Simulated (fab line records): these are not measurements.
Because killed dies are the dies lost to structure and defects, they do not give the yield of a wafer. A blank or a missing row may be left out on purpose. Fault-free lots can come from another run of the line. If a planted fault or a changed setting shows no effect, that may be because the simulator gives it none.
Matching of chambers :: flow nand harc :: 4 sister chambers for NHARC_A_BLC_DESCUM_15 on rie diel-11
The step chemistry O2, time 3 s. 4 wafers are shown with their chamber, then 12 later ones without.

WAFERS, EACH WITH ITS CHAMBER
wafer: L089.1
chamber: 0
showerhead plenum p Torr (Torr): 1.98

wafer: L093.2
chamber: 3
showerhead plenum p Torr (Torr): 1.89

wafer: L093.3
chamber: 2
showerhead plenum p Torr (Torr): 1.80

wafer: L093.5
chamber: 1
showerhead plenum p Torr (Torr): 1.98

WAFERS WITH NO CHAMBER GIVEN
wafer: L092.3
showerhead plenum p Torr (Torr): 1.98

wafer: L092.4
showerhead plenum p Torr (Torr): 1.80

wafer: L092.5
showerhead plenum p Torr (Torr): 1.80

wafer: L094.2
showerhead plenum p Torr (Torr): 1.80

wafer: L094.3
showerhead plenum p Torr (Torr): 1.98

wafer: L094.4
showerhead plenum p Torr (Torr): 1.89

wafer: L096.1
showerhead plenum p Torr (Torr): 1.80

wafer: L096.2
showerhead plenum p Torr (Torr): 1.88

wafer: L096.5
showerhead plenum p Torr (Torr): 1.98

wafer: L097.2
showerhead plenum p Torr (Torr): 1.98

wafer: L097.4
showerhead plenum p Torr (Torr): 1.88

wafer: L097.6
showerhead plenum p Torr (Torr): 1.98

THE CHAMBER EACH PASSED THROUGH
wafer: L092.3
from the rows above: can't be placed: 0 or 1
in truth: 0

wafer: L092.4
from the rows above: 2
in truth: 2

wafer: L092.5
from the rows above: 2
in truth: 2

wafer: L094.2
from the rows above: 2
in truth: 2

wafer: L094.3
from the rows above: can't be placed: 0 or 1
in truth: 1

wafer: L094.4
from the rows above: 3
in truth: 3

wafer: L096.1
from the rows above: 2
in truth: 2

wafer: L096.2
from the rows above: 3
in truth: 3

wafer: L096.5
from the rows above: can't be placed: 0 or 1
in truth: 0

wafer: L097.2
from the rows above: can't be placed: 0 or 1
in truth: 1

wafer: L097.4
from the rows above: 3
in truth: 3

wafer: L097.6
from the rows above: can't be placed: 0 or 1
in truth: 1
7 of 12 placed correctly. Not placeable from these rows: 5 (in 5, the candidates include the true chamber). Placed wrongly: 0.
How it was worked out, from the rows above alone: a wafer's distance from a chamber is the root of the sum, over the readings, of the square of ((its reading less the chamber's mean) divided by the reading's scatter). If the next closest chamber is less than 2 further off than the closest, the wafer can't be placed; otherwise it belongs to the closest. Each chamber's mean is taken over the wafers shown for it. The scatter: with one shown wafer a chamber, the root of the mean of the squares of how far each hidden wafer lies from its nearest shown one.
